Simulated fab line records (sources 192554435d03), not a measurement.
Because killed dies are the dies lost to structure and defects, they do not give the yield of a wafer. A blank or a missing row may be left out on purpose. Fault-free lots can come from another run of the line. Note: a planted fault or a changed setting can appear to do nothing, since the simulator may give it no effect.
Split-lot experiment	flow n5-finfet	7 lots, 21 wafers read, on a route of 1938 steps

## THE SPLIT
At N5_BEOL_M10_COAT_64 (time 60 s, resist thk 30 nm), the setting spin-rpm was moved away from the recipe's 1500 rpm on 6 of the 21 wafers read, by -9.1% to +10.9%. All remaining wafers had this setting at the recipe value.

The split's own step is where the reading is taken.

## THE READING
SiARC_of_BEOL_M10_COAT_64.thk-nm (the simulator's own value, which no gauge read), in nm, at N5_BEOL_M10_COAT_64 (time 60 s, resist thk 30 nm). No usual value for it is given in the file. Here, 15 wafers ran the recipe; their average is 30.1 nm with a standard deviation of 0.088 nm.

wafer	tool, chamber at the split	spin-rpm as run, rpm	against the recipe	SiARC_of_BEOL_M10_COAT_64.thk-nm, nm	against lot-mates on the recipe
L079.1	litho-track-05, 0	1371	-8.6%	31.6	+1.4
L079.2	litho-track-05, 0	1500	recipe	30.2	-
L079.6	litho-track-05, 0	1500	recipe	30.2	-
L081.3	litho-track-03, 0	1500	recipe	30	-
L081.6	litho-track-03, 0	1500	recipe	30	-
L081.5	litho-track-03, 0	1436	-4.3%	30.6	+0.6
L082.1	litho-track-05, 0	1500	recipe	30	-
L082.3	litho-track-05, 0	1500	recipe	30	-
L082.2	litho-track-05, 0	1500	recipe	30.2	-
L086.3	litho-track-05, 0	1500	recipe	30	-
L086.5	litho-track-05, 0	1500	recipe	30	-
L086.6	litho-track-05, 0	1500	recipe	30	-
L088.1	litho-track-05, 0	1364	-9.1%	31.4	+1.4
L088.2	litho-track-05, 0	1364	-9.1%	31.4	+1.4
L088.4	litho-track-05, 0	1500	recipe	30	-
L093.3	litho-track-05, 0	1500	recipe	30	-
L093.4	litho-track-05, 0	1663	+10.9%	28.6	-1.5
L093.5	litho-track-05, 0	1500	recipe	30.2	-
L095.1	litho-track-03, 0	1500	recipe	30	-
L095.4	litho-track-03, 0	1500	recipe	30	-
L095.2	litho-track-03, 0	1644	+9.6%	28.6	-1.4

THE FIT
A straight line over all 21 wafers: SiARC_of_BEOL_M10_COAT_64.thk-nm changes by -0.149 nm for each +1% of spin-rpm; r = -0.99; the points scatter about the line by 0.11 nm.
The same after taking each lot's own level away (the mean of its wafers on the recipe; 21 wafers): -0.149 nm for each +1%; r = -1.00; scatter 0.064 nm.
On that fit, the largest move of spin-rpm shifts the reading by 1.6 nm.
The lots' own levels span 30.00 to 30.20 nm, that is 2.3 times the standard deviation above.
The two slopes are in agreement: the lot-to-lot level therefore moves the slope only a little.
Check: -1.65 nm against its lot-mates is what the line predicts for one of the wafers moved furthest among these (+10.9%) when that wafer is left out of the fit. Against them it came out at -1.5 nm.

## OTHER SPLITS APPLIED TO THESE WAFERS
Before the reading, these wafers also passed through other splits. Each is held against what the fit with the lots' levels taken away leaves over:
other split on the same wafers	wafers away from the commonest value	r with SiARC_of_BEOL_M10_COAT_64.thk-nm (lot level and that fit taken away)
N5_BEOL_M6_TRENCH_ETCH_37 time-s	7	+0.06
N5_BEOL_M6_ALD_77 ald-cycles	6	+0.15
N5_BEOL_M8_PECVD_70 temp-c	6	+0.06
N5_BEOL_M8_DESCUM_33 time-s	3	+0.14
N5_BEOL_M8_TRENCH_ETCH_37 time-s	9	+0.46

## FILE'S OWN FIT
SiARC_of_BEOL_M10_COAT_64.thk-nm changes by -0.148 nm for each +1% of spin-rpm, r = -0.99.
